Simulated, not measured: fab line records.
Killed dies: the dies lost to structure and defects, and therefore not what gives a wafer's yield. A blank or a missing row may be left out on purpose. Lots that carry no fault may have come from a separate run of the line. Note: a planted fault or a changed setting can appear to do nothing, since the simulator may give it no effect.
fab line records | flow nand-harc
record lots=6 | wafers=18 | last-day=32
route steps=1302 shown P_GATE@156 END@1302
lots untouched by any fault: they come from a run of this same line in which no faults occurred
start-h: the number of hours between the record's first day and the start of the first shown wafer of the lot | wait-h: hours elapsed since this lot's preceding step | " unchanged from the row above | L1.1+2: a row that stands for several wafers | - either no value or no given start | * or withheld: withheld | < > ~ a bound
route shown NAME@n: NAME is a module with steps in the file, n the number in the route of the first one | usual: mean/standard deviation of fault-free wafers | same: alike in all rows | chamber/n: place in a boat | sites: readings site by site | _std_site: the values' standard deviation | _edge_site: outer sites' mean less inner sites' | radius-mm: how far each site lies from the wafer's centre | mask NAME#n: copy n | behind: the most recent tool/chamber to have shaped the wafer | hold: the reason the lot was held/the length of the hold in hours/how it ended | device: which transistor (n, p or np) failed to switch | end of line: tests of these same wafers at the route's end | where a step has no rows: the recipe by itself | killed: count of dies lost to structure and defects at first sort (not the wafer's yield) | map: per-die view of a wafer (x killed, . not killed, _ where there is no die)
set.NAME: the setting that was run; set.NAME@STEP: the one run at that earlier step | model.NAME: the simulator's own value behind a step, which no gauge read
a table for each step, a row for each wafer; lots at some steps of the route
services: the hour from which a tool's chamber was out of use, counted from the record's first day as start-h (under 0 if before that day), plus the number of hours and why
## steps
# step NHARC_P_GATE_ETCHBACK_37
# recipe target-depth-a=345 | time-s=17.2 | chf3-flow-sccm=50 | o2-flow-sccm=10 | ar-flow-sccm=200 | rf-w=500 | bias-w=200 | chemistry=CHF3/O2
# usual drypump-motor-current-A=5.8/0.38 | oes-product-au=0.95/0.036 | rf-vpp-V=371.7/2 | showerhead-plenum-p-Torr=2.46/0.085 | throttle-valve-pct=20.572/0.0094
lot.wafer | tool        | chamber | start-h | wait-h | drypump-motor-current-A | oes-product-au | rf-hours-counter-h | rf-vpp-V | showerhead-plenum-p-Torr | throttle-valve-pct
L638.2    | rie-diel-06 | 1       | -       | -      | 5.4                     | 1.01           | 10                 | 371.5    | 2.46                     | 20.573
L638.1    | "           | 3       | "       | "      | 5.7                     | 1.01           | 9                  | 368.2    | 2.35                     | 20.567
L638.3    | "           | 0       | "       | "      | 6.1                     | 0.99           | 10                 | 374.9    | 2.53                     | 20.549
L647.4    | rie-diel-11 | 3       | -       | -      | 5.9                     | 0.93           | 6                  | 370.1    | 2.37                     | 20.568
L647.2    | "           | 1       | "       | "      | 6.2                     | 0.92           | 7                  | 371.9    | 2.50                     | 20.566
L647.6    | "           | 3       | "       | "      | 5.9                     | 0.92           | -                  | 370.2    | 2.37                     | 20.560
L648.2    | rie-diel-11 | 1       | -       | -      | 6.2                     | 0.93           | 7                  | 373.1    | 2.50                     | 20.575
L648.1    | "           | 2       | "       | "      | 5.7                     | 0.93           | 7                  | 374.1    | 2.55                     | 20.569
L648.5    | "           | 0       | "       | "      | 5.9                     | 0.93           | -                  | 372.7    | 2.50                     | 20.571
L649.1    | rie-diel-03 | 0       | -       | -      | 5.5                     | 0.92           | 7                  | 371.4    | 2.48                     | 20.563
L649.3    | "           | 2       | "       | "      | 6.1                     | 0.93           | 8                  | 372.2    | 2.53                     | 20.586
L649.5    | "           | 0       | "       | "      | 5.5                     | 0.91           | -                  | 372.3    | 2.48                     | 20.583
L650.3    | rie-diel-11 | 2       | -       | -      | 5.7                     | 1.01           | 9                  | 374.1    | 2.55                     | 20.583
L650.4    | "           | 3       | "       | "      | 5.9                     | 1.00           | 9                  | 370.2    | 2.37                     | 20.565
L650.1    | "           | 0       | "       | "      | 5.9                     | 0.99           | 8                  | 374.2    | 2.50                     | 20.569
L658.4    | rie-diel-06 | 1       | -       | -      | 5.4                     | 0.99           | 0                  | 371.9    | 2.46                     | 20.585
L658.3    | "           | 2       | "       | "      | 6.1                     | 0.99           | 0                  | 369.2    | 2.37                     | 20.591
L658.1    | "           | 3       | "       | "      | 5.8                     | 0.98           | 0                  | 369.5    | 2.34                     | 20.580
# step NHARC_P_GATE_STRIP_101
# recipe time-s=20 | o2-flow-sccm=500 | ar-flow-sccm=0 | bias-w=0 | chemistry=O2
# usual drypump-motor-current-A=5.8/0.4 | oes-product-au=0.998/0.0077 | rf-vpp-V=58.0/0.87 | showerhead-plenum-p-Torr=3.61/0.12 | throttle-valve-pct=17.037/0.0099
lot.wafer | tool        | chamber | start-h | wait-h | drypump-motor-current-A | oes-product-au | rf-hours-counter-h | rf-vpp-V | showerhead-plenum-p-Torr | throttle-valve-pct
L638.1    | rie-diel-06 | 3       | 125.29  | 0.1    | 5.7                     | 1.000          | 9                  | 56.5     | 3.45                     | 17.036
L638.3    | "           | 0       | "       | "      | 6.1                     | 0.986          | 10                 | 58.8     | 3.72                     | 17.030
L638.2    | "           | 1       | "       | "      | 5.4                     | 0.995          | 10                 | 57.6     | 3.61                     | 17.047
L647.4    | rie-diel-11 | 2       | 217.96  | 0.1    | 5.8                     | 0.997          | 7                  | 58.5     | 3.74                     | 17.044
L647.2    | "           | 3       | "       | "      | 5.9                     | 1.001          | 6                  | 58.4     | 3.49                     | 17.029
L647.6    | "           | 2       | "       | "      | 5.8                     | 1.005          | -                  | 58.1     | 3.74                     | 17.034
L648.2    | rie-diel-11 | 0       | 224.22  | 0.1    | 5.9                     | 1.004          | 6                  | 58.1     | 3.67                     | 17.038
L648.1    | "           | 3       | "       | "      | 5.9                     | 0.999          | 6                  | 57.8     | 3.49                     | 17.033
L648.5    | "           | 1       | "       | "      | 6.2                     | 0.995          | -                  | 57.6     | 3.68                     | 17.042
L649.1    | rie-diel-03 | 0       | 235.95  | 0.1    | 5.5                     | 0.981          | 7                  | 57.9     | 3.63                     | 17.035
L649.3    | "           | 1       | "       | "      | 5.8                     | 1.006          | 8                  | 57.8     | 3.35                     | 17.037
L649.5    | "           | 2       | "       | "      | 6.1                     | 0.994          | -                  | 57.5     | 3.71                     | 17.035
L650.3    | rie-diel-11 | 0       | 255.25  | 0.1    | 5.9                     | 1.001          | 8                  | 58.2     | 3.66                     | 17.022
L650.1    | "           | 2       | "       | "      | 5.7                     | 1.003          | 9                  | 58.2     | 3.74                     | 17.031
L650.4    | "           | 3       | "       | "      | 5.9                     | 1.000          | 9                  | 58.0     | 3.48                     | 17.043
L658.1    | rie-diel-06 | 2       | 326.39  | 0.1    | 6.1                     | 1.004          | 0                  | 57.9     | 3.49                     | 17.038
L658.3    | "           | 3       | "       | "      | 5.8                     | 0.991          | 0                  | 58.2     | 3.45                     | 17.043
L658.4    | "           | 0       | "       | "      | 6.1                     | 0.999          | 0                  | 58.0     | 3.71                     | 17.040
# step NHARC_P_GATE_PRECLEAN_97
# recipe time-s=600 | temp-c=120 | chemistry=SPM
# step NHARC_P_GATE_SRD_98
# step NHARC_P_GATE_PRECLEAN_99
# recipe time-s=* | temp-c=50 | bath-age-min=0 | chemistry=SC1
# step NHARC_P_GATE_SRD_100
# step NHARC_P_GATE_DEHYDRATE_38
# recipe temp-c=150 | time-s=120
# step NHARC_P_GATE_HMDS_39
# recipe time-s=30
# step NHARC_P_GATE_COAT_40
# recipe spin-rpm=3000
# step NHARC_P_GATE_SOFTBAKE_41
# recipe temp-c=122 | time-s=95
# step NHARC_P_GATE_EBR_42
# step NHARC_P_GATE_EXPOSE_43
# recipe na=0.6 | target-cd-nm=720 | dose-mj=14.81 | mask-id=P_NSD
# step NHARC_P_GATE_PEB_44
# recipe peb-temp-c=118 | peb-time-s=85
# usual heater-power-total-W=163.99/0.27 | plate-temp-C=118.02/0.13
lot.wafer | tool           | chamber | start-h | wait-h | heater-power-total-W | plate-temp-C
L638.1    | litho-track-03 | 0       | 126.00  | 0.1    | 163.68               | 118.06
L638.2    | "              | 0       | "       | "      | 164.24               | 117.92
L638.3    | "              | 0       | "       | "      | 163.75               | 117.91
L647.2    | litho-track-03 | 0       | 218.81  | 0.1    | 164.30               | 118.00
L647.4    | "              | 0       | "       | "      | 163.65               | 117.94
L647.6    | "              | 0       | "       | "      | 164.36               | 118.10
L648.1    | litho-track-03 | 0       | 225.06  | 0.1    | 179.78               | 126.90
L648.2    | "              | 0       | "       | "      | 180.92               | 126.87
L648.5    | "              | 0       | "       | "      | 180.99               | 126.90
L649.1    | litho-track-03 | 0       | 236.85  | 0.1    | 180.82               | 127.01
L649.3    | "              | 0       | "       | "      | 179.46               | 127.06
L649.5    | "              | 0       | "       | "      | 181.05               | 127.05
L650.1    | litho-track-02 | 0       | 256.07  | 0.1    | 163.91               | 118.23
L650.3    | "              | 0       | "       | "      | 163.63               | 118.24
L650.4    | "              | 0       | "       | "      | 163.71               | 118.06
L658.1    | litho-track-03 | 0       | 327.22  | 0.1    | 164.00               | 118.02
L658.3    | "              | 0       | "       | "      | 164.26               | 117.96
L658.4    | "              | 0       | "       | "      | 163.81               | 117.88
# step NHARC_P_GATE_DEVELOP_45
# recipe time-s=70
# step NHARC_P_GATE_CD_MEAS_46
# recipe target-cd-nm=720 | landing-energy-ev=500
# usual cd-nm=720.3/1.3
lot.wafer | tool      | chamber | start-h | wait-h | cd-nm
L638.1    | cd-sem-02 | 0       | 126.09  | -      | 719.1
L638.2    | "         | 0       | "       | "      | 720.4
L638.3    | "         | 0       | "       | "      | 718.9
L647.2    | cd-sem-02 | 0       | 218.91  | -      | 719.2
L647.4    | "         | 0       | "       | "      | 719.7
L647.6    | "         | 0       | "       | "      | 719.8
L648.1    | cd-sem-02 | 0       | 225.15  | -      | 729.8
L648.2    | "         | 0       | "       | "      | 728.8
L648.5    | "         | 0       | "       | "      | 728.5
L649.1    | cd-sem-02 | 0       | 236.94  | -      | 729.2
L649.3    | "         | 0       | "       | "      | 729.2
L649.5    | "         | 0       | "       | "      | 730.0
L650.1    | cd-sem-02 | 0       | 256.16  | -      | 722.3
L650.3    | "         | 0       | "       | "      | 723.2
L650.4    | "         | 0       | "       | "      | 721.0
L658.1    | cd-sem-01 | 0       | 327.31  | -      | 721.9
L658.3    | "         | 0       | "       | "      | 719.2
L658.4    | "         | 0       | "       | "      | 719.8
# step NHARC_P_GATE_HARDBAKE_47
# recipe temp-c=125 | time-s=80
# step NHARC_P_GATE_DESCUM_48
# recipe time-s=3 | o2-flow-sccm=200 | ar-flow-sccm=0 | bias-power-w=0 | chemistry=O2
# usual drypump-motor-current-A=5.8/0.36 | oes-product-au=0.997/0.0082 | rf-vpp-V=57.9/0.9 | showerhead-plenum-p-Torr=1.96/0.07 | throttle-valve-pct=11.311/0.0094
lot.wafer | tool        | chamber | start-h | wait-h | drypump-motor-current-A | oes-product-au | rf-hours-counter-h | rf-vpp-V | showerhead-plenum-p-Torr | throttle-valve-pct | model.P_GATE.cd-nm
L638.2    | rie-diel-06 | 0       | 126.25  | -      | 6.1                     | 1.003          | 10                 | 59.5     | 2.02                     | 11.316             | 721
L638.1    | "           | 2       | "       | "      | 6.1                     | 0.993          | 10                 | 59.2     | 1.89                     | 11.310             | 719.6
L638.3    | "           | 3       | "       | "      | 5.8                     | 1.002          | 9                  | 56.8     | 1.87                     | 11.324             | 719.1
L647.4    | rie-diel-06 | 0       | 219.09  | -      | 6.1                     | 0.986          | 6                  | 57.5     | 2.02                     | 11.322             | 720.1
L647.2    | "           | 1       | "       | "      | 5.4                     | 0.975          | 6                  | 57.0     | 1.96                     | 11.305             | 719.4
L647.6    | "           | 3       | "       | "      | 5.8                     | 0.993          | -                  | 56.8     | 1.87                     | 11.320             | 720
L648.1    | rie-diel-06 | 1       | 225.31  | -      | 5.4                     | 0.984          | 7                  | 57.0     | 1.96                     | 11.321             | 729.6
L648.2    | "           | 3       | "       | "      | 5.8                     | 1.003          | 7                  | 58.1     | 1.87                     | 11.301             | 728.9
L648.5    | "           | 2       | "       | "      | 6.1                     | 0.992          | -                  | 58.0     | 1.89                     | 11.307             | 728.2
L649.1    | rie-diel-11 | 3       | 237.13  | -      | 5.9                     | 1.004          | 7                  | 57.0     | 1.89                     | 11.309             | 728.9
L649.3    | "           | 0       | "       | "      | 5.9                     | 0.995          | 7                  | 58.3     | 1.99                     | 11.310             | 729.7
L649.5    | "           | 1       | "       | "      | 6.2                     | 0.995          | -                  | 58.3     | 2.00                     | 11.316             | 729.6
L650.3    | rie-diel-06 | 1       | 256.32  | -      | 5.4                     | 0.984          | 8                  | 58.0     | 1.96                     | 11.315             | 723.3
L650.4    | "           | 2       | "       | "      | 6.1                     | 0.997          | 6                  | 59.7     | 1.89                     | 11.323             | 721
L650.1    | "           | 3       | "       | "      | 5.7                     | 1.007          | 7                  | 56.6     | 1.87                     | 11.311             | 721.9
L658.3    | rie-diel-11 | 0       | 327.46  | -      | 5.9                     | 0.994          | 4                  | 57.7     | 1.99                     | 11.306             | 719.5
L658.1    | "           | 1       | "       | "      | 6.2                     | 0.995          | 3                  | 58.9     | 2.00                     | 11.328             | 721.5
L658.4    | "           | 2       | "       | "      | 5.8                     | 0.990          | 4                  | 58.2     | 2.03                     | 11.322             | 720
# step NHARC_P_GATE_IMPLANT_49
# recipe energy-kev=30 | dose-cm2=3e+15 | tilt-deg=7
# step NHARC_END_SORT_01
# recipe temp-c=25
# usual killed-at-array=60/21 | killed-at-other=1.0/1.2 | killed-at-periphery=4.2/2.8 | killed-dies=65/20 | killed-open=3.1/1.8 | killed-short=2.6/1.6
# same gross-dies=677
lot.wafer | tool      | chamber | start-h | wait-h | killed-at-array | killed-at-other | killed-at-periphery | killed-dies | killed-open | killed-short
L650.1    | prober-02 | 0       | 693.43  | 2.5    | 53              | 1               | 4                   | 58          | 3           | 5
L650.3    | prober-02 | 0       | 695.03  | 3.1    | 53              | 0               | 4                   | 57          | 3           | 2
L650.4    | prober-02 | 0       | 695.84  | 3.4    | 46              | 0               | 3                   | 49          | 4           | 1
# killed by level:class
L650.1 A_CHANNEL_HOLE_D1:chamber-film-flake=30 A_CONTACT:chamber-film-flake=8 A_SLIT:chamber-film-flake=3 A_STAIRCASE:chamber-film-flake=3 A_WL_FILL:chamber-film-flake=2 P_CONTACT:geometric-particle:short=1 P_M2:geometric-particle:short=1 A_SOURCE_PLATE:geometric-particle:short=1
L650.3 A_CHANNEL_HOLE_D1:chamber-film-flake=34 A_CONTACT:chamber-film-flake=7 A_SLIT:chamber-film-flake=4 A_STAIRCASE:chamber-film-flake=3 P_STI:chamber-film-flake=2 P_M1:geometric-particle:open=1 A_ONON_D1:geometric-particle:open=1 A_ONON_D2:geometric-particle:short=1
L650.4 A_CHANNEL_HOLE_D1:chamber-film-flake=30 A_CONTACT:chamber-film-flake=6 A_CHANNEL_FILL_D2:geometric-particle:open=2 A_SLIT:chamber-film-flake=2 A_SOURCE_PLATE:geometric-particle:short=1 A_DECK1_JOINT:geometric-particle:open=1 A_M0:geometric-particle:open=1 P_ZERO_WELL:chamber-film-flake=1
## services
tool           | chamber | start-h | hours | kind
rie-diel-03    | -       | 104.30  | 9.0   | pm
rie-diel-06    | 0       | 109.20  | -     | clean
rie-diel-06    | 1       | 109.20  | -     | clean
rie-diel-06    | 2       | 109.20  | -     | clean
rie-diel-06    | 3       | 109.20  | -     | clean
rie-diel-11    | 0       | 112.00  | -     | clean
rie-diel-11    | 1       | 112.00  | -     | clean
rie-diel-11    | 2       | 112.00  | -     | clean
rie-diel-11    | 3       | 112.00  | -     | clean
rie-diel-06    | 2       | 124.25  | 1.3   | repair
rie-diel-06    | -       | 130.20  | 9.0   | pm
rie-diel-06    | 0       | 130.20  | 9.0   | vent-cycle
rie-diel-06    | 1       | 130.20  | 9.0   | vent-cycle
rie-diel-06    | 2       | 153.30  | 14.5  | repair
rie-diel-03    | -       | 156.79  | 0.7   | repair
litho-track-02 | -       | 227.00  | 7.0   | pm
rie-diel-03    | 0       | 240.65  | 3.4   | repair
rie-diel-03    | 3       | 243.90  | 21.7  | repair
rie-diel-11    | -       | 255.50  | 9.0   | pm
litho-track-03 | -       | 275.00  | 7.0   | pm
rie-diel-03    | -       | 281.30  | 9.0   | pm
rie-diel-11    | -       | 292.48  | 0.6   | repair
rie-diel-06    | -       | 307.20  | 9.0   | pm
rie-diel-03    | 3       | 317.44  | 2.6   | repair
## key
first-sign step=NHARC_P_GATE_PEB_44 | reading=plate-temp-C | direction=up | sigmas=68 | usual=* | struck=*
effect step=NHARC_P_GATE_PEB_44 | reading=heater-power-total-W | direction=up | sigmas=60 | usual=* | struck=*
effect step=NHARC_P_GATE_CD_MEAS_46 | reading=cd-nm | direction=up | sigmas=7 | usual=720.3 | struck=729.3
model-effect step=NHARC_P_GATE_DESCUM_48 | value=P_GATE.cd-nm | without=720.7 | struck=729.1
met-at NHARC_P_GATE_PEB_44
struck-wafers L648.1,L648.2,L648.5,L649.1,L649.3,L649.5
tester-left-out L648,L649
onset-between 218.81 225.06
fault kind=process-parameter-drift | tool=litho-track-03 | chamber=- | onset-h=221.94 | steps=NHARC_P_GATE_PEB_44 | channel=peb-temp-c | offset=* | shape=step | end-h=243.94 | acts-in=* | stated=*
# tester-left-out: of these lots the tester's yield and bins aren't shown, on N5 and GAA mostly nor the transistor test; their killed dies are dies lost to structure and defects alone, not to doping, threshold or leakage, so they don't give the yield
